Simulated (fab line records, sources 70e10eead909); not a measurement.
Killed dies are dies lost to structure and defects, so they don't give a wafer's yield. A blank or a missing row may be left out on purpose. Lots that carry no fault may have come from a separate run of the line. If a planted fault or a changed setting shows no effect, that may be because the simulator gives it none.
Chamber matching + flow nand_harc + rie_diel-08 running NHARC_A_BONDPAD_STRIP_15: 4 sister chambers
The step strips in O2. 4 wafers are shown with their chamber, then 7 later ones without.

## WAFERS WITH THEIR CHAMBER
| wafer  | chamber | drypump_motor_current_A (A) |
|--------|---------|-----------------------------|
| L515.5 | 3       | 5.58                        |
| L519.6 | 1       | 5.95                        |
| L521.3 | 0       | 5.96                        |
| L521.4 | 2       | 5.50                        |

## WAFERS WHOSE CHAMBER IS MISSING
| wafer  | drypump_motor_current_A (A) |
|--------|-----------------------------|
| L521.6 | 5.92                        |
| L530.2 | 5.51                        |
| L530.3 | 5.92                        |
| L530.6 | 5.97                        |
| L536.2 | 5.58                        |
| L536.4 | 5.95                        |
| L536.5 | 5.60                        |

## EACH ONE'S CHAMBER
| wafer  | from the rows above     | in truth |
|--------|-------------------------|----------|
| L521.6 | can't be placed: 1 or 0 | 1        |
| L530.2 | 2                       | 2        |
| L530.3 | can't be placed: 1 or 0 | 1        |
| L530.6 | can't be placed: 0 or 1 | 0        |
| L536.2 | 3                       | 3        |
| L536.4 | can't be placed: 1 or 0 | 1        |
| L536.5 | 3                       | 3        |
Correct placement for 3 of the 7. From these rows, 4 cannot be placed; in 4 the true chamber is one of the candidates. Wrongly placed: 0.
How it was worked out, from the rows above alone: a wafer's distance from a chamber is the root of the sum, over the readings, of the square of ((its reading less the chamber's mean) divided by the reading's scatter). The wafer belongs to the nearest chamber; if the next one is less than 2 further off, it can't be placed. Each chamber's mean is taken over the wafers shown for it. The scatter: with one shown wafer a chamber, the root of the mean of the squares of how far each hidden wafer lies from its nearest shown one.
